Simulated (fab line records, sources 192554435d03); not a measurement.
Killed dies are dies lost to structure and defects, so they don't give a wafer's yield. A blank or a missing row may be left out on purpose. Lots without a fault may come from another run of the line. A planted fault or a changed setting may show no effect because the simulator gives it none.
Chamber matching | flow n5_finfet | N5_BEOL_M12_TRENCH_ETCH_34 on rie_diel-01: 3 sister chambers
The step etches SiOC in C4F8/O2/Ar, target depth 318.95 nm, time 125.5 s. 6 wafers are shown with their chamber, then 7 later ones without.

WAFERS WITH THEIR CHAMBER
wafer  | chamber | showerhead_plenum_p_Torr (Torr) | drypump_motor_current_A (A)
L637.1 | 1       | 3.61                            | 5.0
L637.3 | 3       | 3.30                            | 6.2
L640.4 | 1       | 3.61                            | 5.0
L640.6 | 0       | 3.31                            | 6.3
L641.1 | 0       | 3.31                            | 6.2
L641.4 | 3       | 3.29                            | 6.2

WAFERS WITHOUT THEIR CHAMBER
wafer  | showerhead_plenum_p_Torr (Torr) | drypump_motor_current_A (A)
L641.6 | 3.60                            | 5.0
L642.2 | 3.60                            | 5.0
L642.3 | 3.31                            | 6.2
L642.4 | 3.29                            | 6.2
L644.1 | 3.31                            | 6.3
L644.4 | 3.60                            | 5.0
L644.5 | 3.60                            | 5.1

WHICH CHAMBER EACH WENT THROUGH
wafer  | from the rows above | in truth
L641.6 | 1                   | 1
L642.2 | 1                   | 1
L642.3 | 0                   | 0
L642.4 | 3                   | 3
L644.1 | 0                   | 0
L644.4 | 1                   | 1
L644.5 | 1                   | 1
Placed correctly: 7 of 7. Can't be placed from these rows: 0. Placed wrongly: 0.
How it was worked out, from the rows above alone: a wafer's distance from a chamber is the root of the sum, over the readings, of the square of ((its reading less the chamber's mean) divided by the reading's scatter). The wafer belongs to the nearest chamber; if the next one is less than 2 further off, it can't be placed. A chamber's mean is the mean of its shown wafers. The scatter: the root of (the sum of the squares of (reading less its chamber's mean) over the shown wafers, divided by (wafers less chambers)).
